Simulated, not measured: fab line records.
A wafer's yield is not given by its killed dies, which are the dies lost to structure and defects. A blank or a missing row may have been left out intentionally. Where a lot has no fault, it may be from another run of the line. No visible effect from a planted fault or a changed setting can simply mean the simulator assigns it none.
One fault through the eyes of 2 desks	flow n5Finfet	each desk holds nothing but its own numbers, with what lay behind them at the end

THE TOOL OWNER'S DESK: lithoTrack-03
The tool's own readings at N5_BEOL_M9_COAT_60 (time 60 s, resist thk 30 nm): means of the sampled wafers that have a number, for each lot that ran on this tool. A lot is out of limits, marked OUT, if its mean lies more than 4 standard deviations from the usual mean; the brackets give that distance.
Columns: A = dispensePressureKPa at N5_BEOL_M9_COAT_60, usual 47.7 kPa; B = exhaustPa at N5_BEOL_M9_COAT_60, usual 44.7 Pa; C = spinSpeedRpm at N5_BEOL_M9_COAT_60, usual 1500.2 rpm
lot	first seen here	A	B	C
L824	day 10 15:50	48.9	45.2	1500.5
L827	day 11 11:44	48.9	44.0	1499.4
L833	day 12 16:29	48.9	45.0	1500.4
L837	day 13 16:17	48.9	42.6	1426.6 (-74) OUT
L839	day 14 04:58	48.9	43.3	1426.7 (-74) OUT
Finding of this desk: L837, L839 out of limits; the first was L837 at day 13 16:17, on spinSpeedRpm at N5_BEOL_M9_COAT_60. In limits: L824, L827, L833.

METROLOGY DESK
Lot by lot, what the gauges showed, no matter which tool ran the lot: averages of those sampled wafers that carry a number. A lot is out of limits, marked OUT, if its mean lies more than 4 standard deviations from the usual mean; the brackets give that distance.
Columns: A = M8_RS at N5_BEOL_M8_RS_MEAS_57, usual 0.288 ohm/sq; B = M9_ILD_THK at N5_BEOL_M9_THK_MEAS_01, usual 268 nm
lot	first seen here	A	B
L822	day 10 03:43	0.284	269
L824	day 10 13:59	0.282	269
L825	day 10 17:52	0.282	269
L827	day 11 08:40	0.283	268
L828	day 11 13:53	0.293	265
L831	day 11 14:36	0.289	271
L833	day 12 14:37	0.283	269
L832	day 12 16:19	0.288	271
L837	day 13 14:06	0.289	265
L839	day 14 03:26	0.298	269
L842	day 14 07:56	0.291	266
L840	day 14 13:27	0.287	270
This desk's finding: nothing out of limits on any of the 12 lots.

TAKEN TOGETHER
On L837, L839, at day 13 16:17, an alarm was possible from the tool owner's desk.
At the metrology desk, nothing out of limits was observed.
The metrology desk holds a record of L837, L839, inside its limits.
N5_BEOL_M9_COAT_60 was run on lithoTrack-03 by each of the lots named.

WHAT THE SIMULATOR HAD PUT IN
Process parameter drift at N5_BEOL_M9_COAT_60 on lithoTrack-03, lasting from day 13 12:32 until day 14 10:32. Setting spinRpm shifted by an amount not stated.
Lots struck among those shown: L837, L839.
Delay in hours, fault start to first out-of-limits reading, by desk: the tool owner's desk at 4.
